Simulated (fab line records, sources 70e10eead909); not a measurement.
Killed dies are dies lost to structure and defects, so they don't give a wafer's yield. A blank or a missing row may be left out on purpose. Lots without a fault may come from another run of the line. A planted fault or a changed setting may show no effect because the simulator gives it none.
Which tool did it? | flow nand_harc | 13 lots, 36 wafers sampled, at 6 steps of a route of 1302

WHAT THE GAUGES READ, wafer by wafer
NHARC_A_ONON_D2_THK_MEAS_05: measures by ellipsometry. Usual: thk_nm 1001 nm, standard deviation 10.
lot  | measured     | on            | thk_nm (nm)    | flag
L389 | day 12 18:32 | film_metro-01 | 998 999 997    |
L390 | day 13 00:56 | film_metro-02 | 1003 1003 1005 |
L391 | day 13 15:52 | film_metro-01 | 992 991 991    |
L394 | day 14 09:16 | film_metro-01 | 1546 1004      | OFF
L397 | day 15 09:16 | film_metro-01 | 1554 1013      | OFF
L398 | day 16 03:23 | film_metro-02 | 1022 1564      | OFF
L401 | day 17 00:32 | film_metro-01 | 1008 1008 1008 |
L402 | day 18 10:05 | film_metro-01 | 1007 1006 1005 |
L404 | day 18 09:53 | film_metro-02 | 1000 1001 1004 |
L405 | day 18 20:57 | film_metro-01 | 1009 1012 1010 |
L409 | day 20 21:10 | film_metro-02 | 1000 1003 1003 |
L410 | day 21 09:17 | film_metro-01 | 1003 1006 1005 |
L412 | day 22 06:10 | film_metro-02 | 989 989 987    |

NHARC_A_CHANNEL_HOLE_D2_CD_MEAS_10: target cd 100 nm. Usual: cd_nm 100.0 nm, standard deviation 0.46.
lot  | measured     | on        | cd_nm (nm)        | flag
L389 | day 13 09:24 | cd_sem-01 | 99.5 99.3 98.4    |
L390 | day 13 15:34 | cd_sem-01 | 100.3 100.0 99.8  |
L391 | day 14 07:26 | cd_sem-01 | 101.2 100.8 101.1 |
L394 | day 15 00:52 | cd_sem-02 | 99.5              |
L397 | day 16 00:38 | cd_sem-02 | 99.6              |
L398 | day 16 18:15 | cd_sem-01 | 100.2             |
L401 | day 17 16:24 | cd_sem-01 | 100.1 100.6 99.7  |
L402 | day 19 05:27 | cd_sem-02 | 99.8 99.9 100.0   |
L404 | day 19 04:01 | cd_sem-01 | 100.3 100.5 100.6 |
L405 | day 19 13:37 | cd_sem-01 | 99.3 99.9 99.5    |
L409 | day 21 18:17 | cd_sem-01 | 99.7 99.8 99.4    |
L410 | day 21 23:59 | cd_sem-03 | 99.4 99.1 99.5    |
L412 | day 22 21:45 | cd_sem-03 | 99.5 99.7 99.8    |

NHARC_END_SORT_01. Usual: killed_at_array 54, standard deviation 16; killed_at_other 0.6, standard deviation 0.86; killed_at_periphery 3.8, standard deviation 2.6; killed_dies 58, standard deviation 16; killed_open 3.3, standard deviation 1.8; killed_short 2.7, standard deviation 1.7.
lot  | measured     | on        | killed_at_array | killed_at_other | killed_at_periphery | killed_dies | killed_open | killed_short | flag
L394 | day 26 02:25 | prober-01 | 671 72          | 0 0             | 6 2                 | 677 74      | 7 1         | 5 4          | OFF
L397 | day 27 03:35 | prober-01 | 677 63          | 0 0             | 0 0                 | 677 63      | 4 1         | 1 1          | OFF
L398 | day 28 03:08 | prober-01 | 45 676          | 0 0             | 0 1                 | 45 677      | 2 4         | 1 3          | OFF

WHICH TOOL RAN EACH LOT (tool, then ch and the chambers of the sampled wafers, then the start)
lot  | NHARC_A_CHANNEL_HOLE_D1_ETCH_38    | NHARC_A_CHANNEL_FILL_D1_ALD_15                 | NHARC_A_ONON_D2_DEP_03
L389 | rie_diel-10 ch 2,3, day 8 19:38    | ald_sin_batch-03 ch 0, day 9 13:20             | pecvd_onon-03 ch 0, day 12 18:01
L390 | rie_diel-10 ch 0,2,3, day 9 06:25  | ald_sin_batch-03 ch 0, day 9 23:46             | pecvd_onon-01 ch 0, day 13 00:29
L391 | rie_diel-10 ch 0,1,3, day 9 13:43  | ald_sin_batch-01 ch 0, day 13 15:25 or earlier | pecvd_onon-04 ch 0, day 13 15:25
L394 | rie_diel-02 ch 1,2, day 10 15:47   | ald_sin_batch-03 ch 0, day 11 10:51            | pecvd_onon-03 ch 0, day 14 08:46
L397 | rie_diel-02 ch 0,2, day 11 11:17   | ald_sin_batch-03 ch 0, day 15 08:45 or earlier | pecvd_onon-03 ch 0, day 15 08:45
L398 | rie_diel-02 ch 2,3, day 12 05:10   | ald_sin_batch-01 ch 0, day 16 02:55 or earlier | pecvd_onon-03 ch 0, day 16 02:55
L401 | rie_diel-10 ch 1,2, day 13 04:58   | ald_sin_batch-02 ch 0, day 17 00:01 or earlier | pecvd_onon-01 ch 0, day 17 00:01
L402 | rie_diel-10 ch 0,2,3, day 14 12:09 | ald_sin_batch-02 ch 0, day 18 09:38 or earlier | pecvd_onon-04 ch 0, day 18 09:38
L404 | rie_diel-02 ch 1,2,3, day 14 12:43 | ald_sin_batch-02 ch 0, day 18 09:29 or earlier | pecvd_onon-01 ch 0, day 18 09:29
L405 | rie_diel-10 ch 1,2, day 14 23:13   | ald_sin_batch-01 ch 0, day 18 20:26 or earlier | pecvd_onon-04 ch 0, day 18 20:26
L409 | rie_diel-10 ch 2,3, day 17 04:34   | ald_sin_batch-03 ch 0, day 20 20:47 or earlier | pecvd_onon-04 ch 0, day 20 20:47
L410 | rie_diel-10 ch 1,2,3, day 17 04:35 | ald_sin_batch-03 ch 0, day 21 08:47 or earlier | pecvd_onon-03 ch 0, day 21 08:47
L412 | rie_diel-02 ch 0,1,3, day 18 09:29 | ald_sin_batch-03 ch 0, day 22 05:39 or earlier | pecvd_onon-03 ch 0, day 22 05:39
- NHARC_A_CHANNEL_HOLE_D1_ETCH_38: etches the open film in CF4, target depth 39 nm, time 65 s.
- NHARC_A_CHANNEL_FILL_D1_ALD_15: deposits SiNx, target thk 2 nm, pulse time 60 s, ald cycles 19.
- NHARC_A_ONON_D2_DEP_03: target thk 1000 nm.

WHAT THE TOOLS THEMSELVES READ (means of the sampled wafers that have a number; where no wafer has one, the mark that the record gives instead)
NHARC_A_CHANNEL_HOLE_D1_ETCH_38. Usual: drypump_motor_current_A 5.7 A, standard deviation 0.61; oes_product_au 1.001 a.u., standard deviation 0.007; rf_vpp_V 151.9 V, standard deviation 1; showerhead_plenum_p_Torr 1.81 Torr, standard deviation 0.059; throttle_valve_pct 13.285 %, standard deviation 0.01.
lot  | tool        | drypump_motor_current_A (A) | oes_product_au (a.u.) | rf_vpp_V (V) | showerhead_plenum_p_Torr (Torr) | throttle_valve_pct (%) | flag
L389 | rie_diel-10 | 6.0                         | 1.001                 | 152.3        | 1.84                            | 13.284                 |
L390 | rie_diel-10 | 6.0                         | 1.004                 | 152.4        | 1.83                            | 13.276                 |
L391 | rie_diel-10 | 5.5                         | 1.001                 | 152.7        | 1.84                            | 13.287                 |
L394 | rie_diel-02 | 5.7                         | 0.995                 | 150.7        | 1.75                            | 13.274                 |
L397 | rie_diel-02 | 5.5                         | 1.003                 | 151.6        | 1.76                            | 13.276                 |
L398 | rie_diel-02 | 5.4                         | 1.006                 | 151.5        | 1.73                            | 13.280                 |
L401 | rie_diel-10 | 5.5                         | 1.003                 | 151.8        | 1.83                            | 13.293                 |
L402 | rie_diel-10 | 6.0                         | 1.002                 | 152.0        | 1.83                            | 13.284                 |
L404 | rie_diel-02 | 5.5                         | 0.999                 | 150.8        | 1.71                            | 13.278                 |
L405 | rie_diel-10 | 5.6                         | 1.004                 | 151.9        | 1.83                            | 13.295                 |
L409 | rie_diel-10 | 5.5                         | 1.007                 | 152.0        | 1.85                            | 13.283                 |
L410 | rie_diel-10 | 5.5                         | 1.009                 | 152.4        | 1.84                            | 13.286                 |
L412 | rie_diel-02 | 5.4                         | 0.987                 | 151.6        | 1.76                            | 13.279                 |

NHARC_A_CHANNEL_FILL_D1_ALD_15. Usual: chamber_pressure_Torr 1.999 Torr, standard deviation 0.0039; precursor_pulse_height_rel 1.003, standard deviation 0.019.
lot  | tool             | chamber_pressure_Torr (Torr) | precursor_pulse_height_rel | flag
L389 | ald_sin_batch-03 | 1.998                        | 0.981                      |
L390 | ald_sin_batch-03 | 2.000                        | 1.007                      |
L391 | ald_sin_batch-01 | 2.002                        | 0.995                      |
L394 | ald_sin_batch-03 | 1.994                        | 1.004                      |
L397 | ald_sin_batch-03 | 1.998                        | 0.985                      |
L398 | ald_sin_batch-01 | 1.997                        | 0.996                      |
L401 | ald_sin_batch-02 | 1.999                        | 1.018                      |
L402 | ald_sin_batch-02 | 1.999                        | 0.990                      |
L404 | ald_sin_batch-02 | 1.997                        | 1.013                      |
L405 | ald_sin_batch-01 | 1.999                        | 1.012                      |
L409 | ald_sin_batch-03 | 2.000                        | 0.980                      |
L410 | ald_sin_batch-03 | 1.995                        | 1.009                      |
L412 | ald_sin_batch-03 | 1.998                        | 1.006                      |

NHARC_A_ONON_D2_DEP_03. Usual: sih4_flow_sccm 210.2 sccm, standard deviation 0.59.
lot  | tool          | sih4_flow_sccm (sccm) | flag
L389 | pecvd_onon-03 | 210.3                 |
L390 | pecvd_onon-01 | 210.2                 |
L391 | pecvd_onon-04 | 210.1                 |
L394 | pecvd_onon-03 | 210.4                 |
L397 | pecvd_onon-03 | 209.8                 |
L398 | pecvd_onon-03 | 210.6                 |
L401 | pecvd_onon-01 | 210.0                 |
L402 | pecvd_onon-04 | 211.0                 |
L404 | pecvd_onon-01 | 210.2                 |
L405 | pecvd_onon-04 | 210.4                 |
L409 | pecvd_onon-04 | 210.1                 |
L410 | pecvd_onon-03 | 210.6                 |
L412 | pecvd_onon-03 | 210.6                 |

THE ANSWER, worked out from the rows above alone
Rule: a lot is off if the mean of its wafers that have a number lies more than 3 standard deviations from the usual mean. A lot without any number at a reading at which 4 lots or more have one is off too. The other lots that the step has rows for count as sound. The gauges are gone through in route order, then the tools' own readings, and for those a lot's mean is taken as printed above. The first step at which some lot is off is used, and at that step the reading that is off furthest; a lot without a number counts as furthest.
Off: L394, L397, L398, at NHARC_A_ONON_D2_THK_MEAS_05 (thk_nm).
A tool fits if, at a process step before that reading, it ran every lot that is off, and no sound lot after the first of them. The gauges at NHARC_A_ONON_D2_THK_MEAS_05 aren't tried: what is off there is off at NHARC_END_SORT_01 too, on other tools, and a gauge's error can't cause that. NHARC_A_CHANNEL_FILL_D1_ALD_15 gives no start for some lots, so the hours and the order of its lots are those of NHARC_A_ONON_D2_DEP_03. None of those tried fits.

WHAT THE SIMULATOR HAD PUT IN
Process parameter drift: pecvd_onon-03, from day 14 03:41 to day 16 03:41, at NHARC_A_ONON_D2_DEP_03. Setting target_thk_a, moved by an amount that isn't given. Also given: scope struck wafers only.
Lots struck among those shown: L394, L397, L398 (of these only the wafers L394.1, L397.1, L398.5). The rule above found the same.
